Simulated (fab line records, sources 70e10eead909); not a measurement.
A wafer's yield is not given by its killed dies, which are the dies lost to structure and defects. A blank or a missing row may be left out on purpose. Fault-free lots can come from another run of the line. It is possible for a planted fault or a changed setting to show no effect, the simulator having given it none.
The tool behind it: which one? + flow nand_harc + 12 lots, 36 wafers sampled, at 4 steps of a route of 1302

== WHAT EACH GAUGE READ, for each wafer ==
The record lacks any reading of a measuring or inspecting step that a usual standard deviation could be used to judge.

== WHICH TOOL RAN EACH LOT (tool, then ch and the chambers of the sampled wafers, then the start) ==
| lot  | NHARC_P_ZERO_WELL_IMPLANT_40    | NHARC_P_ZERO_WELL_DESCUM_54        | NHARC_P_GATE_DESCUM_31             | NHARC_P_GATE_DEGAS_109       |
|------|---------------------------------|------------------------------------|------------------------------------|------------------------------|
| L543 | implanter-02 ch 0, day 2 10:37  | rie_diel-04 ch 0,1,3, day 2 12:04  | rie_diel-07 ch 0,2,3, day 5 17:10  | pvd_sputter-03, day 6 10:26  |
| L545 | implanter-02 ch 0, day 3 06:19  | rie_diel-04 ch 1,2,3, day 3 07:49  | rie_diel-03 ch 0,1, day 6 11:10    | pvd_sputter-03, day 7 04:41  |
| L546 | implanter-02 ch 0, day 3 16:31  | rie_diel-04 ch 0,2,3, day 3 17:53  | rie_diel-07 ch 0,1,3, day 6 13:34  | pvd_sputter-02, day 7 11:16  |
| L548 | implanter-02 ch 0, day 4 12:14  | rie_diel-06 ch 0,3, day 4 13:39    | rie_diel-03 ch 1,2,3, day 7 11:24  | pvd_sputter-02, day 8 07:34  |
| L550 | implanter-01 ch 0, day 5 08:34  | rie_diel-02 ch 2,3, day 5 09:55    | rie_diel-07 ch 1,3, day 8 14:05    | pvd_sputter-02, day 9 07:16  |
| L551 | implanter-01 ch 0, day 5 18:25  | rie_diel-02 ch 0,1,3, day 5 19:55  | rie_diel-07 ch 1,2, day 8 18:26    | pvd_sputter-01, day 9 11:43  |
| L552 | implanter-01 ch 0, day 6 04:33  | rie_diel-02 ch 0,1, day 6 05:56    | rie_diel-03 ch 0,1,2, day 9 15:48  | pvd_sputter-03, day 10 11:08 |
| L553 | implanter-02 ch 0, day 6 15:44  | rie_diel-02 ch 1,2,3, day 6 17:05  | rie_diel-03 ch 1,2, day 9 15:00    | pvd_sputter-03, day 10 08:08 |
| L559 | implanter-01 ch 0, day 9 02:22  | rie_diel-06 ch 0,1,3, day 9 03:41  | rie_diel-07 ch 0,1, day 12 01:26   | pvd_sputter-03, day 12 22:39 |
| L560 | implanter-02 ch 0, day 9 13:01  | rie_diel-04 ch 0,1,2, day 9 14:29  | rie_diel-03 ch 0,1,2, day 12 17:37 | pvd_sputter-02, day 13 13:08 |
| L561 | implanter-02 ch 0, day 9 22:17  | rie_diel-04 ch 0,1, day 9 23:40    | rie_diel-07 ch 0,1,2, day 12 16:57 | pvd_sputter-02, day 13 10:38 |
| L563 | implanter-01 ch 0, day 10 18:28 | rie_diel-06 ch 0,1,2, day 10 19:49 | rie_diel-07 ch 0,2,3, day 13 22:56 | pvd_sputter-01, day 14 16:14 |
- NHARC_P_ZERO_WELL_IMPLANT_40
- NHARC_P_ZERO_WELL_DESCUM_54: chemistry O2, time 3 s.
- NHARC_P_GATE_DESCUM_31: chemistry O2, time 3 s.
- NHARC_P_GATE_DEGAS_109: time 60 s.

== AS READ BY THE TOOLS THEMSELVES (means over the sampled wafers that have a number; for cases with no such wafer, the mark the record gives instead) ==
NHARC_P_ZERO_WELL_IMPLANT_40.
| lot  | tool         | dose_ions_cm2 | faraday_current_uA |
|------|--------------|---------------|--------------------|
| L543 | implanter-02 | 1.001e+13     | 126.3              |
| L545 | implanter-02 | 1.001e+13     | 124.3              |
| L546 | implanter-02 | 9.986e+12     | 127.1              |
| L548 | implanter-02 | 1.000e+13     | 127.0              |
| L550 | implanter-01 | 1.000e+13     | 126.3              |
| L551 | implanter-01 | 1.000e+13     | 127.8              |
| L552 | implanter-01 | 1.001e+13     | 127.3              |
| L553 | implanter-02 | 9.992e+12     | 127.7              |
| L559 | implanter-01 | 9.984e+12     | 124.0              |
| L560 | implanter-02 | 1.577e+13     | 201.3              |
| L561 | implanter-02 | 1.577e+13     | 200.1              |
| L563 | implanter-01 | 9.998e+12     | 124.8              |

NHARC_P_ZERO_WELL_DESCUM_54.
| lot  | tool        | drypump_motor_current_A (A) | oes_product_au (a.u.) | rf_vpp_V (V) | showerhead_plenum_p_Torr (Torr) | throttle_valve_pct (%) |
|------|-------------|-----------------------------|-----------------------|--------------|---------------------------------|------------------------|
| L543 | rie_diel-04 | 5.92                        | 1.002                 | 56.4         | 1.84                            | 11.307                 |
| L545 | rie_diel-04 | 6.08                        | 1.007                 | 58.1         | 1.84                            | 11.313                 |
| L546 | rie_diel-04 | 5.96                        | 1.007                 | 57.0         | 1.83                            | 11.317                 |
| L548 | rie_diel-06 | 5.37                        | 0.995                 | 58.4         | 1.89                            | 11.315                 |
| L550 | rie_diel-02 | 6.09                        | 1.001                 | 57.6         | 1.92                            | 11.311                 |
| L551 | rie_diel-02 | 5.95                        | 0.994                 | 57.6         | 1.84                            | 11.311                 |
| L552 | rie_diel-02 | 5.84                        | 0.997                 | 57.7         | 1.85                            | 11.305                 |
| L553 | rie_diel-02 | 6.01                        | 1.005                 | 57.4         | 1.88                            | 11.311                 |
| L559 | rie_diel-06 | 5.65                        | 1.003                 | 58.3         | 1.90                            | 11.307                 |
| L560 | rie_diel-04 | 5.92                        | 1.000                 | 58.3         | 1.84                            | 11.312                 |
| L561 | rie_diel-04 | 5.88                        | 1.001                 | 57.4         | 1.84                            | 11.307                 |
| L563 | rie_diel-06 | 5.82                        | 0.989                 | 57.5         | 1.92                            | 11.312                 |

NHARC_P_GATE_DESCUM_31.
| lot  | tool        | drypump_motor_current_A (A) | oes_product_au (a.u.) | rf_vpp_V (V) | showerhead_plenum_p_Torr (Torr) | throttle_valve_pct (%) |
|------|-------------|-----------------------------|-----------------------|--------------|---------------------------------|------------------------|
| L543 | rie_diel-07 | 5.4                         | 1.001                 | 58.0         | 1.94                            | 11.318                 |
| L545 | rie_diel-03 | 6.3                         | 1.021                 | 57.9         | 1.89                            | 11.315                 |
| L546 | rie_diel-07 | 5.6                         | 1.007                 | 57.3         | 1.93                            | 11.310                 |
| L548 | rie_diel-03 | 6.0                         | 1.011                 | 58.6         | 1.89                            | 11.314                 |
| L550 | rie_diel-07 | 6.1                         | 1.007                 | 58.8         | 1.94                            | 11.322                 |
| L551 | rie_diel-07 | 6.4                         | 1.007                 | 58.5         | 1.91                            | 11.303                 |
| L552 | rie_diel-03 | 6.2                         | 1.013                 | 57.7         | 1.89                            | 11.315                 |
| L553 | rie_diel-03 | 6.4                         | 1.009                 | 57.8         | 1.94                            | 11.313                 |
| L559 | rie_diel-07 | 6.0                         | 1.017                 | 57.7         | 1.89                            | 11.305                 |
| L560 | rie_diel-03 | 6.2                         | 1.006                 | 57.7         | 1.89                            | 11.307                 |
| L561 | rie_diel-07 | 5.9                         | 1.011                 | 57.6         | 1.90                            | 11.304                 |
| L563 | rie_diel-07 | 5.4                         | 1.006                 | 57.3         | 1.94                            | 11.300                 |

NHARC_P_GATE_DEGAS_109.
| lot  | tool           | heater_power_w (W) |
|------|----------------|--------------------|
| L543 | pvd_sputter-03 | 436                |
| L545 | pvd_sputter-03 | 478                |
| L546 | pvd_sputter-02 | 468                |
| L548 | pvd_sputter-02 | 476                |
| L550 | pvd_sputter-02 | 439                |
| L551 | pvd_sputter-01 | 480                |
| L552 | pvd_sputter-03 | 448                |
| L553 | pvd_sputter-03 | 473                |
| L559 | pvd_sputter-03 | 430                |
| L560 | pvd_sputter-02 | 424                |
| L561 | pvd_sputter-02 | 433                |
| L563 | pvd_sputter-01 | 452                |

== THE ANSWER, worked out from the rows above alone ==
Rule: usual is defined by the lots themselves. Put in order of their means at a reading, lots are off if they are a third of the lots or fewer, leave a main group of 4 or more, and stand apart from it by a gap of 3 or more times the standard deviation of the main group's means; of several such gaps the widest counts. If all means in a main group match to the digits the tables above print for the reading, that group is not used. A lot without any number at a reading at which 4 lots or more have one is off too. The other lots that the step has rows for count as sound. The gauges are gone through in route order, then the tools' own readings, and for those a lot's mean is taken as printed above. At the first step where some lot is off, the reading lying furthest off is the one used; lots without a number count as furthest.
Off, at NHARC_P_ZERO_WELL_IMPLANT_40 on dose_ions_cm2: L560, L561. For the main group the mean is 9.999e+12 and the standard deviation 9e+09.
If a tool, at that step or one of the process steps before it, ran each lot that is off and ran no sound lot following the first of them, it fits. One fits: NHARC_P_ZERO_WELL_IMPLANT_40 on implanter-02. Its last sound lot is L553 (day 6 15:44), its first lot that is off L560 (day 9 13:01): a fault that began between those two fits.
The tool's own readings at NHARC_P_ZERO_WELL_IMPLANT_40 bear it out: on the lots that are off they differ by more than 5 times the standard deviation of the sound lots' means. dose_ions_cm2 reads 1.577e+13 there against 9.999e+12 on the sound lots; faraday_current_uA reads 200.7 there against 126.3 on the sound lots.

== WHAT WAS PUT IN BY THE SIMULATOR ==
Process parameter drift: implanter-02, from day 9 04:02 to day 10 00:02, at NHARC_P_ZERO_WELL_IMPLANT_40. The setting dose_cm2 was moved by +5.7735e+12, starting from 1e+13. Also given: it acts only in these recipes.
Struck lots among those shown: L560, L561. The rule given above showed the same thing.
